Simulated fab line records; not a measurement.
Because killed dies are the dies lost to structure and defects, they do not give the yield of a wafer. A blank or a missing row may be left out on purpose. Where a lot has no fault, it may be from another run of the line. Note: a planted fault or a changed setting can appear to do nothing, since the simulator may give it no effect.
What tool caused it?	flow n5-finfet	9 lots with 27 wafers sampled at 3 steps, on a route of 1938 steps

## WHAT THE GAUGES SHOWED, per wafer
N5_BEOL_M11_INSPECT_30: inspects for defects (brightfield).
lot	measured	on	raw-defect-count
L483	day 10 15:52	defect-inspect-01	315 299 299
L484	day 10 19:44	defect-inspect-01	349 321 298
L486	day 11 17:56	defect-inspect-02	354 294 330
L489	day 12 03:51	defect-inspect-02	325 332 290
L493	day 12 23:11	defect-inspect-01	1349 1310 1353
L498	day 13 23:52	defect-inspect-01	258 211 293
L497	day 14 07:46	defect-inspect-01	1311 1353 1310
L501	day 15 09:47	defect-inspect-02	409 463 409
L503	day 15 08:56	defect-inspect-02	578 612 505

## EACH LOT AND THE TOOL THAT RAN IT (in order: tool; ch and the chambers of the sampled wafers; start)
lot	N5_BEOL_M11_ETCH_61	N5_BEOL_M11_HM_OPEN_17
L483	rie-diel-05 ch 0,1,2, day 10 14:31	rie-metal-01 ch 0,1, day 10 14:46
L484	rie-diel-03 ch 1,2,3, day 10 18:37	rie-metal-03 ch 0,1, day 10 18:52
L486	rie-diel-01 ch 0,1, day 11 15:17	rie-metal-03 ch 0,1, day 11 15:31
L489	rie-diel-03 ch 1,2,3, day 12 00:33	rie-metal-03 ch 0,1, day 12 00:47
L493	rie-diel-03 ch 0,1, day 12 21:44	rie-metal-03 ch 0,1, day 12 21:58
L498	rie-diel-01 ch 0,1,2, day 13 22:25	rie-metal-03 ch 0,1, day 13 22:39
L497	rie-diel-03 ch 0,3, day 14 06:53	rie-metal-03 ch 0,1, day 14 07:08
L501	rie-diel-05 ch 0,1,2, day 15 06:12	rie-metal-01 ch 1, day 15 06:26
L503	rie-diel-01 ch 0,2,3, day 15 07:04	rie-metal-01 ch 0,1, day 15 07:18
- N5_BEOL_M11_ETCH_61: etches SiARC in CF4, target depth 39 nm, time 65 s.
- N5_BEOL_M11_HM_OPEN_17: chemistry Cl2/BCl3, target TiN, target depth 20 nm, overetch 6 nm.

## THE ANSWER, worked out from the rows above alone
Rule: the lots themselves supply what counts as usual. Put in order of their means at a reading, lots are off if they are a third of the lots or fewer, leave a main group of 4 or more, and stand apart from it by a gap of 3 or more times the standard deviation of the main group's means; of several such gaps the widest counts. A main group whose means are all the same, to the digits that the tables above print for the reading, isn't used. Also off: a lot with no number at a reading for which 4 or more lots have one. The other lots that the step has rows for count as sound.
Off at N5_BEOL_M11_INSPECT_30 (raw-defect-count): L493, L497. Mean 359 and standard deviation 97 in the main group.
If a tool, at a process step before that reading, ran all the lots that are off and no sound lot after the first of them, it fits. Gauges at N5_BEOL_M11_INSPECT_30: tried the same way as those tools. One fits: rie-diel-03 at N5_BEOL_M11_ETCH_61. Its last sound lot is L489 (day 12 00:33), its first lot that is off L493 (day 12 21:44): a fault that began between those two fits.

## WHAT HAD BEEN PUT IN BY THE SIMULATOR
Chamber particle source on rie-diel-03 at N5_BEOL_M11_ETCH_61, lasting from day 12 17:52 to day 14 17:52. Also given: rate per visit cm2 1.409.
Shown lots that were struck: L493, L497. The rule above found the same.
